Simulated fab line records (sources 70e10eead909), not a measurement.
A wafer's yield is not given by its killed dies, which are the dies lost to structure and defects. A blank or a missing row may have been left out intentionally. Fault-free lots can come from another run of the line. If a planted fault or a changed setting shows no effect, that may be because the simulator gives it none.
fab line records	flow nand_harc
record lots=12	wafers=36	last_day=25
route steps=1159 shown A_STAIRCASE@742 A_SGD_CUT@759 END@1159
lots untouched by any fault: they come from a run of this same line in which no faults occurred
start_h: hours from the record's first day to the start of the lot's first wafer shown	wait_h: hours from the lot's prior step to this one	" repeats the value in the row above	L1.1+2: a row that stands for several wafers	- no value, or no start was given	* or withheld: withheld	< > ~ a bound
route shown NAME@n: a module of which the file shows steps, and the number in the route of the first	usual: mean/standard deviation taken from wafers without a fault	same: alike in all rows	chamber/n: place in a boat	sites: per-site readings	_std_site: how widely they spread, as a standard deviation	_edge_site: inner sites' mean taken away from outer sites' mean	radius_mm: for every site, how far away it sits from the centre of the wafer	mask NAME#n: copy n	behind: tool/chamber where the wafer was last shaped	hold: the reason the lot was held/the length of the hold in hours/how it ended	device: whichever transistor did not switch (one of n, p or np)	end of line: the same wafers' tests at the end of the route	a step without rows: its recipe alone	killed: count of dies lost to structure and defects at first sort (not the wafer's yield)	map: the dies of a wafer, with x for killed, . for not killed, _ for no die there
set.NAME: setting as actually run; set.NAME@STEP: the setting as run at that earlier step	model.NAME: the simulator's own value behind a step, which no gauge read
route steps across a sampled set of lots; one table per step, one row per wafer
services: from which hour (start_h, from the record's first day; less than 0 if before it) a tool's chamber was out of use, for how many hours, and why
## steps
# step NHARC_A_STAIRCASE_DEP_471
# recipe target_thk_a=1000	temp_c=400	pressure_torr=6.5	rf_w=900	teos_flow_sccm=161.4	flow_sccm=2650	target_thk_nm=100	gas=O2	material=SiO2
# usual heater_power_outer_w=322/87	heater_power_w=604/140	mfc_precursor_sccm=161.3/0.44	throttle_valve_pct=16.2/0.56
lot.wafer	tool	chamber	start_h	wait_h	heater_power_outer_w	heater_power_w	mfc_precursor_sccm	throttle_valve_pct
L229.4	pecvd-01	2	315.26	-	209	479	161.4	15.6
L229.6	"	2	"	"	218	505	161.0	15.7
L229.5	"	1	"	"	485	912	160.9	16.9
L232.3	pecvd-02	1	323.44	-	261	559	161.0	15.9
L232.1	"	2	"	"	376	648	160.9	16.1
L232.5	"	0	"	"	274	492	161.8	16.6
L234.2	pecvd-04	0	338.20	-	315	613	161.3	16.1
L234.1	"	1	"	"	317	571	161.0	16.8
L234.6	"	0	"	"	320	610	160.2	16.2
L237.1	pecvd-04	2	358.45	0.2	254	543	161.6	15.7
L237.5	"	0	"	"	290	571	161.4	16.1
L237.4	"	2	"	"	256	541	160.8	16.1
L248.2	pecvd-02	0	415.58	-	239	432	161.1	16.5
L248.3	"	1	"	"	261	524	160.7	15.6
L248.1	"	2	"	"	455	745	161.5	15.7
L250.2	pecvd-01	1	415.80	-	506	918	161.4	17.4
L250.4	"	0	"	"	260	457	161.4	17.1
L250.6	"	1	"	"	505	900	160.9	16.9
L245.2	pecvd-01	1	416.00	-	432	854	161.7	17.2
L245.5	"	1	"	"	446	846	161.2	17.0
L245.4	"	2	"	"	245	502	161.1	15.8
L247.2	pecvd-02	1	417.09	-	233	496	161.0	15.5
L247.3	"	0	"	"	247	445	160.7	16.1
L247.6	"	1	"	"	233	500	161.3	15.5
L246.2	pecvd-02	1	417.38	-	232	508	161.5	15.6
L246.6	"	1	"	"	230	502	160.7	15.5
L246.4	"	0	"	"	342	567	161.6	16.3
L249.1	pecvd-01	1	431.73	-	551	983	161.7	16.1
L249.4	"	0	"	"	275	477	160.8	16.3
L249.6	"	1	"	"	544	1005	161.7	16.1
L252.2	pecvd-02	0	435.93	-	247	433	160.9	16.4
L252.1	"	2	"	"	420	732	162.4	15.9
L252.6	"	2	"	"	435	725	161.6	16.1
L251.3	pecvd-01	2	436.14	-	247	552	161.1	15.5
L251.2	"	0	"	"	290	477	160.5	16.2
L251.5	"	2	"	"	252	547	161.6	15.4
# step NHARC_A_SGD_CUT_OVL_MEAS_10
# usual overlay_x_nm=-0.2/0.91	overlay_y_nm=0.1/0.87
lot.wafer	tool	chamber	start_h	wait_h	overlay_x_nm	overlay_y_nm
L229.4	overlay-01	-	316.75	-	0.5	0.4
L229.5	"	-	"	"	-0.4	0.5
L229.6	"	-	"	"	0.3	0.8
L232.1	overlay-02	-	324.80	-	0.1	-0.7
L232.3	"	-	"	"	-0.2	-0.5
L232.5	"	-	"	"	-0.1	-0.7
L234.1	overlay-02	-	339.53	-	-1.0	-0.4
L234.2	"	-	"	"	-1.7	0.0
L234.6	"	-	"	"	-1.5	0.0
L237.1	overlay-02	-	359.90	-	-1.2	1.3
L237.4	"	-	"	"	-1.3	1.8
L237.5	"	-	"	"	-0.8	1.7
L248.1	overlay-01	-	416.99	-	-2.1	-0.1
L248.2	"	-	"	"	-1.6	-0.3
L248.3	"	-	"	"	-1.7	-0.8
L250.2	overlay-01	-	417.29	-	-0.1	-0.6
L250.4	"	-	"	"	-0.1	-0.6
L250.6	"	-	"	"	-0.1	-1.0
L245.2	overlay-02	-	417.48	-	0.1	-0.2
L245.4	"	-	"	"	0.1	-0.2
L245.5	"	-	"	"	-0.3	-0.1
L247.2	overlay-02	-	418.59	-	0.0	1.3
L247.3	"	-	"	"	0.3	0.9
L247.6	"	-	"	"	0.2	1.1
L246.2	overlay-02	-	418.93	-	-0.3	-1.0
L246.4	"	-	"	"	-0.4	-1.6
L246.6	"	-	"	"	-0.2	-1.4
L249.1	overlay-02	-	433.17	-	1.7	1.0
L249.4	"	-	"	"	2.0	0.7
L249.6	"	-	"	"	1.3	0.9
L252.1	overlay-02	-	437.69	-	0.1	1.6
L252.2	"	-	"	"	0.7	1.6
L252.6	"	-	"	"	0.2	1.5
L251.2	overlay-02	-	437.85	-	0.1	0.9
L251.3	"	-	"	"	-0.3	1.3
L251.5	"	-	"	"	-0.5	0.9
# step NHARC_A_SGD_CUT_ETCH_58
# recipe target_depth_a=390	over_etch_frac=0.3	time_s=65	ion_energy_ev=80	cf4_flow_sccm=150	ar_flow_sccm=0	rf_w=300	bias_w=100	chemistry=CF4
# usual cf4_flow_sccm=150.0/0.44	drypump_motor_current_A=5.5/0.45	oes_product_au=1.001/0.0078	rf_vpp_V=151.0/1.2	run_length_s=86.3/0.49	showerhead_plenum_p_Torr=1.75/0.068	throttle_valve_pct=13.284/0.0095
lot.wafer	tool	chamber	start_h	wait_h	cf4_flow_sccm	drypump_motor_current_A	oes_product_au	rf_hours_counter_h	rf_vpp_V	run_length_s	showerhead_plenum_p_Torr	throttle_valve_pct
L229.4	rie_diel-09	2	316.95	0.1	149.7	5.7	0.995	4	150.9	87.1	1.76	13.287
L229.5	"	3	"	"	149.9	6.2	0.986	-	152.9	86.0	1.90	13.267
L229.6	"	0	"	"	150.3	5.7	0.996	-	150.9	86.1	1.69	13.280
L232.3	rie_diel-10	3	324.99	0.1	150.2	4.9	1.017	6	149.5	86.9	1.77	13.294
L232.1	"	2	"	"	150.2	6.4	1.016	11	150.9	85.5	1.83	13.297
L232.5	"	3	"	"	149.8	5.0	1.012	-	152.2	86.4	1.77	13.279
L234.2	rie_diel-02	2	339.72	0.1	149.6	5.3	0.988	0	147.7	86.5	1.65	13.286
L234.1	"	0	"	"	149.8	5.2	0.993	0	150.4	68.7	1.71	13.272
L234.6	"	2	"	"	150.0	5.3	0.990	-	147.7	86.8	1.65	13.292
L237.4	rie_diel-02	3	360.08	0.1	149.6	6.0	1.009	2	151.4	86.4	1.72	13.291
L237.1	"	1	"	"	149.8	5.8	0.998	3	150.8	86.0	1.74	13.292
L237.5	"	0	"	"	150.0	5.2	0.988	-	149.8	68.4	1.71	13.275
L248.1	rie_diel-09	0	417.18	0.1	149.5	5.7	0.993	11	149.6	86.3	1.68	13.269
L248.2	"	1	"	"	150.0	5.0	0.987	12	151.3	87.1	1.84	13.284
L248.3	"	3	"	"	149.8	6.2	0.995	12	152.1	86.0	1.89	13.272
L250.4	rie_diel-10	0	417.48	0.1	149.5	5.0	0.996	3	151.8	86.9	1.85	13.276
L250.2	"	2	"	"	149.2	6.3	1.000	3	152.2	85.5	1.83	13.282
L250.6	"	3	"	"	150.3	4.9	1.007	-	150.9	86.6	1.76	13.281
L245.2	rie_diel-02	3	417.69	0.1	149.3	5.9	1.007	8	151.2	86.7	1.72	13.280
L245.4	"	2	"	"	149.5	5.3	0.996	-	150.0	86.6	1.65	13.277
L245.5	"	0	"	"	150.8	5.3	1.003	-	150.8	86.6	1.70	13.261
L247.3	rie_diel-02	0	418.80	0.1	149.5	5.2	1.007	10	151.0	85.9	1.70	13.296
L247.2	"	2	"	"	150.3	5.3	0.997	9	148.7	86.9	1.65	13.263
L247.6	"	0	"	"	149.7	5.2	1.003	-	149.0	86.2	1.70	13.273
L246.4	rie_diel-09	0	419.12	0.1	150.5	5.7	0.992	12	150.5	86.1	1.68	13.287
L246.2	"	2	"	"	150.1	5.8	0.986	13	151.4	87.0	1.76	13.284
L246.6	"	1	"	"	149.9	5.0	0.987	-	153.6	86.9	1.84	13.275
L249.4	rie_diel-02	3	433.36	0.1	150.2	5.9	1.005	11	150.0	86.5	1.72	13.280
L249.1	"	1	"	"	150.1	5.8	1.000	11	150.6	85.8	1.73	13.293
L249.6	"	3	"	"	150.0	6.0	1.004	-	151.2	86.7	1.72	13.290
L251.2	rie_diel-10	2	438.04	0.1	150.0	6.4	0.992	4	153.3	85.6	1.83	13.287
L251.3	"	3	"	"	150.4	5.0	0.999	5	150.1	86.4	1.76	13.280
L251.5	"	0	"	"	149.5	5.0	1.003	-	153.5	86.5	1.85	13.297
L252.2	rie_diel-02	2	438.09	0.2	149.6	5.3	1.001	13	149.7	87.0	1.65	13.275
L252.1	"	3	"	"	149.6	5.9	1.007	12	150.7	86.5	1.72	13.291
L252.6	"	2	"	"	149.1	5.3	0.994	-	149.1	86.9	1.65	13.291
# step NHARC_A_SGD_CUT_CMP_21
# recipe target_thk_nm=148.19
# usual motor_current_A=12.6/1.3	slurry_filter_dp_kPa=13.52/0.14	time_to_endpoint_s=49.1/2.4
lot.wafer	tool	chamber	start_h	wait_h	motor_current_A	slurry_filter_dp_kPa	time_to_endpoint_s
L229.4	cmp-02	2	322.29	0.4	13.4	13.49	48.6
L229.5	"	2	"	"	12.7	13.46	46.7
L229.6	"	3	"	"	12.0	13.54	50.5
L232.1	cmp-01	1	331.97	0.4	13.4	13.62	40.9
L232.3	"	3	"	"	11.5	13.57	46.7
L232.5	"	1	"	"	13.2	13.66	45.9
L234.1	cmp-01	3	345.08	0.4	11.2	13.31	49.7
L234.2	"	0	"	"	10.1	13.54	49.2
L234.6	"	0	"	"	10.3	13.30	47.0
L237.4	cmp-01	1	366.01	0.4	13.7	13.62	46.8
L237.1	"	2	"	"	11.5	13.39	47.0
L237.5	"	1	"	"	13.5	13.60	47.5
L245.2	cmp-02	1	424.27	0.4	13.9	13.69	49.6
L245.4	"	0	"	"	12.9	13.52	48.8
L245.5	"	2	"	"	12.4	13.35	50.9
L250.4	cmp-03	2	424.27	0.4	12.6	13.48	48.3
L250.2	"	1	"	"	12.7	13.40	46.8
L250.6	"	3	"	"	14.2	13.50	45.6
L248.1	cmp-01	2	424.29	0.4	11.0	13.47	49.5
L248.2	"	3	"	"	11.0	13.67	48.9
L248.3	"	0	"	"	10.2	13.48	48.8
L247.3	cmp-03	1	424.42	0.5	13.3	13.78	48.4
L247.2	"	0	"	"	13.3	13.70	50.2
L247.6	"	1	"	"	12.1	13.55	49.3
L246.2	cmp-02	0	424.46	0.6	13.4	13.44	54.2
L246.4	"	1	"	"	14.4	13.68	52.1
L246.6	"	3	"	"	12.0	13.23	53.1
L249.4	cmp-03	0	438.96	0.4	12.7	13.41	50.7
L249.1	"	1	"	"	12.6	13.35	48.1
L249.6	"	0	"	"	13.0	13.51	47.0
L252.2	cmp-02	0	445.91	0.4	13.2	13.48	49.0
L252.1	"	2	"	"	13.4	13.47	49.3
L252.6	"	0	"	"	12.9	13.51	51.0
L251.2	cmp-02	2	446.09	0.6	12.1	13.65	51.3
L251.3	"	3	"	"	12.5	13.65	51.0
L251.5	"	1	"	"	14.4	13.29	48.5
# step NHARC_END_SORT_01
# recipe temp_c=25
# usual killed_at_array=25/9.8	killed_at_other=0.8/1.1	killed_at_periphery=3.3/2.1	killed_dies=29/10	killed_open=3.3/1.8	killed_short=1.9/1.4
# same gross_dies=677
lot.wafer	tool	chamber	start_h	wait_h	killed_at_array	killed_at_other	killed_at_periphery	killed_dies	killed_open	killed_short
L234.1	prober-01	0	475.70	2.5	172	2	2	176	3	2
L234.2	prober-01	0	476.51	2.8	32	1	6	39	5	2
L234.6	prober-01	0	479.74	4.0	25	4	5	34	2	2
L237.1	prober-01	0	502.11	2.5	19	0	4	23	1	0
L237.4	prober-01	0	504.49	3.4	26	0	6	32	4	1
L237.5	prober-01	0	505.28	3.7	205	0	5	210	2	2
# killed by level:class
L234.1 A_SGD_CUT:area_etch=132 A_CHANNEL_HOLE_D1:chamber_film_flake=18 A_STAIRCASE:chamber_film_flake=6 A_CONTACT:chamber_film_flake=6 A_ZERO_WELL:chamber_film_flake=4 P_GATE:geometric_particle:open=1 A_ONON_D1:geometric_particle:short=1 A_CHANNEL_HOLE_D1:geometric_particle:open=1
L234.2 A_CHANNEL_HOLE_D1:chamber_film_flake=11 A_CONTACT:chamber_film_flake=8 A_STAIRCASE:chamber_film_flake=5 A_SGD_CUT:chamber_film_flake=2 P_CONTACT:geometric_particle:open=1 P_M0:geometric_particle:open=1 A_CHANNEL_FILL_D1:geometric_particle:open=1 A_WL_FILL:geometric_particle:short=1
L234.6 A_CHANNEL_HOLE_D1:chamber_film_flake=9 P_ZERO_WELL:chamber_film_flake=4 A_STAIRCASE:chamber_film_flake=4 HYBRID_BOND:chamber_film_flake=3 A_CHANNEL_FILL_D1:chamber_film_flake=2 A_SGD_CUT:chamber_film_flake=2 A_SLIT:chamber_film_flake=2 A_CONTACT:chamber_film_flake=2
L237.1 A_CONTACT:chamber_film_flake=6 A_CHANNEL_FILL_D1:chamber_film_flake=5 A_CHANNEL_HOLE_D1:chamber_film_flake=4 P_STI:chamber_film_flake=3 A_STAIRCASE:chamber_film_flake=3 A_CONTACT:geometric_particle:open=1 P_GATE:chamber_film_flake=1
L237.4 A_STAIRCASE:chamber_film_flake=8 A_CONTACT:chamber_film_flake=7 P_CONTACT:chamber_film_flake=4 A_CHANNEL_HOLE_D1:chamber_film_flake=3 A_ONON_D1:geometric_particle:open=2 P_GATE:chamber_film_flake=2 A_ZERO_WELL:chamber_film_flake=2 A_SOURCE_PLATE:geometric_particle:open=1
L237.5 A_SGD_CUT:area_etch=186 A_STAIRCASE:chamber_film_flake=5 A_CHANNEL_HOLE_D1:chamber_film_flake=4 P_CONTACT:chamber_film_flake=3 A_CONTACT:chamber_film_flake=3 P_STI:chamber_film_flake=2 A_CHANNEL_FILL_D1:chamber_film_flake=2 A_CHANNEL_FILL_D1:geometric_particle:short=1
## services
tool	chamber	start_h	hours	kind
cmp-01	-	294.84	0.3	repair
pecvd-02	2	296.48	7.5	repair
rie_diel-02	-	327.86	9.0	pm
pecvd-02	-	334.17	13.0	pm
cmp-02	-	342.17	4.0	pm
cmp-01	-	342.65	1.6	repair
cmp-03	-	352.18	4.0	pm
rie_diel-10	-	353.53	9.0	pm
cmp-02	-	371.34	2.2	repair
cmp-03	-	371.58	1.1	repair
cmp-01	-	375.50	4.0	pm
pecvd-04	-	377.01	13.0	pm
pecvd-02	0	382.01	24.5	repair
cmp-03	-	389.16	2.2	repair
rie_diel-02	1	416.22	11.6	repair
pecvd-01	-	418.14	13.0	pm
rie_diel-10	2	419.80	8.7	repair
rie_diel-09	2	422.71	1.5	repair
rie_diel-09	2	427.69	16.2	repair
rie_diel-09	-	431.10	9.0	pm
cmp-02	-	440.17	4.0	pm
cmp-01	-	440.52	10.1	repair
pecvd-01	1	440.65	8.3	repair
cmp-03	-	445.12	1.9	repair
## key
first_sign step=NHARC_A_SGD_CUT_ETCH_58	reading=run_length_s	direction=down	sigmas=36	usual=*	struck=*
effect step=NHARC_END_SORT_01	reading=killed_at_array	direction=up	sigmas=17	usual=25	struck=188
more_kills_born_at NHARC_A_SGD_CUT_ETCH_58@rie_diel-02=318
met_at NHARC_A_SGD_CUT_ETCH_58
struck_lots L234,L237
struck_wafers L234.1,L237.5
tester_left_out L234,L237
not_acting_at NHARC_A_STAIRCASE_DEP_471,NHARC_A_SGD_CUT_OVL_MEAS_10,NHARC_A_SGD_CUT_CMP_21
fault kind=process_parameter_drift	tool=rie_diel-02	chamber=0	onset_h=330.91	steps=NHARC_A_SGD_CUT_ETCH_58	channel=time_s	offset=*	shape=step	end_h=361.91	acts_in=*	stated=*
# tester_left_out: of these lots the tester's yield and bins aren't shown, on N5 and GAA mostly nor the transistor test; their killed dies are dies lost to structure and defects alone, not to doping, threshold or leakage, so they don't give the yield
